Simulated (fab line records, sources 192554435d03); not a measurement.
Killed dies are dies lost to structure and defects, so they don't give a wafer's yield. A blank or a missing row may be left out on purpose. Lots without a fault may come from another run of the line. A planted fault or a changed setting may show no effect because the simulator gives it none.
Problem report in the 8D (eight disciplines) form, filled by code | flow n5_finfet | the parts of the form that need people (team, actions taken, sign-off) are left out

1. THE PROBLEM
bias_w at N5_HKMG_FIN_ETCH_32 reads a mean of 138.3 W on 6 wafers of 2 lots; wafers without a fault read 149.9 W with a standard deviation of 0.49. That is -24 standard deviations from the usual mean.
The step: etches SOC in N2/H2, target depth 240 nm, time 300 s.
First seen on wafer L685.2, day 7 19:31, on rie_diel-04. The record holds 26 wafers of 9 lots with a number at this step. Rule for "out", or "out of limits": more than 4 standard deviations from the usual mean. The other wafers with a number count as sound.

2. WHAT IT IS AND WHAT IT IS NOT
question                    | is                     | is not
which readings at this step | bias_w, rf_vpp_V       | drypump_motor_current_A, oes_product_au, showerhead_plenum_p_Torr, throttle_valve_pct
which lots                  | L685, L688             | L670, L674, L675, L682, L691, L692, L693
which wafers of those lots  | all that have a number | -
read on which tools         | rie_diel-04            | rie_diel-01, rie_diel-05
when                        | from day 7 19:31       | up to then (12 sound wafers); but 8 sound wafers of L691, L692, L693 came after

3. SUSPECTS, AND WHAT RULES EACH OUT
Counting: a tool at a process step up to the reading stays a suspect if it ran every lot that is out and no sound lot after the first of them.
- rie_diel-04 at N5_HKMG_FIN_DESCUM_17 (chemistry O2, time 7.9 s): kept. It ran every lot that is out, first L685 (day 7 19:25), and no sound lot after that; its last sound lot up to then is L682 (day 7 08:04).
- rie_diel-04 at N5_HKMG_FIN_ETCH_32 (etches SOC in N2/H2, target depth 240 nm, time 300 s): kept. It ran every lot that is out, first L685 (day 7 19:31), and no sound lot after that; its last sound lot up to then is L682 (day 7 08:09). Its own readings are out on those wafers: bias_w, rf_vpp_V.
Left after counting: rie_diel-04 at N5_HKMG_FIN_DESCUM_17, rie_diel-04 at N5_HKMG_FIN_ETCH_32.

4. THE CAUSE (what the simulator had put in)
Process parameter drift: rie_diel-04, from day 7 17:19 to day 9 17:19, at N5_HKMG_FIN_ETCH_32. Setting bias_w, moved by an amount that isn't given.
Counting left 2 suspects, and this tool is among them.

5. THE CHAIN OF EFFECTS, in route order
Each row: a reading whose mean over the struck wafers that have a number lies more than 3 standard deviations from the usual. Only readings for which the record gives a usual standard deviation are gone through. hours: the time from each lot's start at the first step in this table that gives one to its start at this step, as a median over the lots. sigmas: the change in usual standard deviations.
hours | step                | reading  | usual   | on struck wafers | change | sigmas
0     | N5_HKMG_FIN_ETCH_32 | bias_w   | 149.9 W | 138.3            | -11.6  | -24
0     | N5_HKMG_FIN_ETCH_32 | rf_vpp_V | 523.8 V | 497.3            | -26.5  | -11
The process steps in it:
- N5_HKMG_FIN_ETCH_32: etches SOC in N2/H2, target depth 240 nm, time 300 s.
Later measuring or inspecting steps at which every struck wafer that the step has a row for has a number for every such reading, and none has moved that far: N5_BEOL_M4_RC_MEAS_101.

6. WHAT WOULD HAVE CAUGHT IT SOONER
In this record the first reading out of limits was taken at day 7 19:31, 2 hours after the fault began at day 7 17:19.
